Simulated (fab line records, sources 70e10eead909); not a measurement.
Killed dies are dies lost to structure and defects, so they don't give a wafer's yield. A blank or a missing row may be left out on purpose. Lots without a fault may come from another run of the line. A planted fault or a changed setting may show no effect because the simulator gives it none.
Chamber matching | flow nand_harc | NHARC_P_CONTACT_CMP_01 on cmp-04: 4 sister chambers
The step polishes SiO2, target thk 200 nm. 14 wafers are shown with their chamber, then 7 later ones without.

WAFERS WITH THEIR CHAMBER
wafer  | chamber | motor_current_A (A) | slurry_flow_ml_min
L074.2 | 0       | 13.4                | 150.0
L074.5 | 3       | 11.7                | 149.1
L074.6 | 2       | 12.8                | 149.4
L081.2 | 3       | 11.5                | 150.4
L081.3 | 0       | 13.6                | 150.1
L081.5 | 1       | 11.1                | 150.1
L086.1 | 0       | 13.0                | 150.8
L086.3 | 2       | 12.7                | 150.2
L086.4 | 3       | 11.6                | 150.7
L087.2 | 1       | 11.6                | 149.8
L087.4 | 3       | 11.4                | 151.0
L087.6 | 3       | 11.3                | 150.7
L089.4 | 1       | 11.2                | 150.2
L089.5 | 0       | 13.3                | 150.2

SIGNATURES (means of the wafers above)
reading            | chamber 0 | chamber 1 | chamber 2 | chamber 3 | scatter within a chamber
motor_current_A    | 13.325    | 11.300    | 12.750    | 11.500    | 0.208
slurry_flow_ml_min | 150.275   | 150.033   | 149.800   | 150.380   | 0.55
Rule: a wafer's distance from a chamber is the root of the sum, over the readings, of the square of ((its reading less the chamber's mean) divided by the reading's scatter). The wafer belongs to the nearest chamber; if the next one is less than 2 further off, it can't be placed. The scatter: the root of (the sum of the squares of (reading less its chamber's mean) over the shown wafers, divided by (wafers less chambers)).

WAFERS WITHOUT THEIR CHAMBER
wafer  | motor_current_A (A) | slurry_flow_ml_min
L089.6 | 11.3                | 150.3
L090.1 | 12.3                | 150.1
L090.4 | 11.3                | 149.5
L090.5 | 12.1                | 149.0
L095.2 | 11.7                | 149.7
L095.3 | 13.5                | 149.0
L095.6 | 11.8                | 150.1

WHICH CHAMBER EACH WENT THROUGH
wafer  | from the rows above          | in truth
L089.6 | can't be placed: 1 or 3      | 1
L090.1 | can't be placed: 2 or 3      | 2
L090.4 | can't be placed: 1 or 3      | 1
L090.5 | can't be placed: 2 or 3 or 1 | 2
L095.2 | can't be placed: 3 or 1      | 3
L095.3 | can't be placed: 0 or 2      | 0
L095.6 | can't be placed: 3 or 1      | 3
Placed correctly: 0 of 7. Can't be placed from these rows: 7 (the true chamber is among the candidates in 7). Placed wrongly: 0.
